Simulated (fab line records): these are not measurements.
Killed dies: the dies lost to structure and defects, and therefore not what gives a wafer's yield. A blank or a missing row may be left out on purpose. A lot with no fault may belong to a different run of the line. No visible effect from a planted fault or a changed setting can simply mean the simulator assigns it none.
Chamber matching + flow n5 finfet + cmp-04 running N5_GATE_CUT_CMP_23: 4 sister chambers
The step polishes, stops on SiO2, t overpolish 23.4 s, target thk 16 nm. 4 wafers are shown with their chamber, then 10 later ones without.

WAFERS PAIRED WITH THEIR CHAMBERS
| wafer  | chamber | motor current A (A) |
|--------|---------|---------------------|
| L085.4 | 0       | 6.8                 |
| L087.6 | 3       | 8.5                 |
| L089.4 | 1       | 10.3                |
| L089.5 | 2       | 7.9                 |

WAFERS MISSING THEIR CHAMBER
| wafer  | motor current A (A) |
|--------|---------------------|
| L089.6 | 8.6                 |
| L092.3 | 9.6                 |
| L092.5 | 9.8                 |
| L092.6 | 7.0                 |
| L094.1 | 6.6                 |
| L094.4 | 9.6                 |
| L094.6 | 8.1                 |
| L097.1 | 7.0                 |
| L097.5 | 8.1                 |
| L097.6 | 7.0                 |

WHICH CHAMBER EACH ONE RAN IN
| wafer  | from the rows above     | in truth |
|--------|-------------------------|----------|
| L089.6 | can't be placed: 3 or 2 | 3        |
| L092.3 | can't be placed: 1 or 3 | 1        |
| L092.5 | 1                       | 1        |
| L092.6 | can't be placed: 0 or 2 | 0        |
| L094.1 | 0                       | 0        |
| L094.4 | can't be placed: 1 or 3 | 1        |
| L094.6 | can't be placed: 2 or 3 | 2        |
| L097.1 | can't be placed: 0 or 2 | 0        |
| L097.5 | can't be placed: 2 or 3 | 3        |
| L097.6 | can't be placed: 0 or 2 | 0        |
2 of 10 placed correctly. From these rows, 8 cannot be placed; in 8 the true chamber is one of the candidates. 0 placed wrongly.
How it was worked out, from the rows above alone: a wafer's distance from a chamber is the root of the sum, over the readings, of the square of ((its reading less the chamber's mean) divided by the reading's scatter). If the next closest chamber is less than 2 further off than the closest, the wafer can't be placed; otherwise it belongs to the closest. The mean given for a chamber averages the wafers shown for that chamber. The scatter (one wafer shown for each chamber): square how far every hidden wafer sits from the nearest shown wafer, average those squares and take the square root.
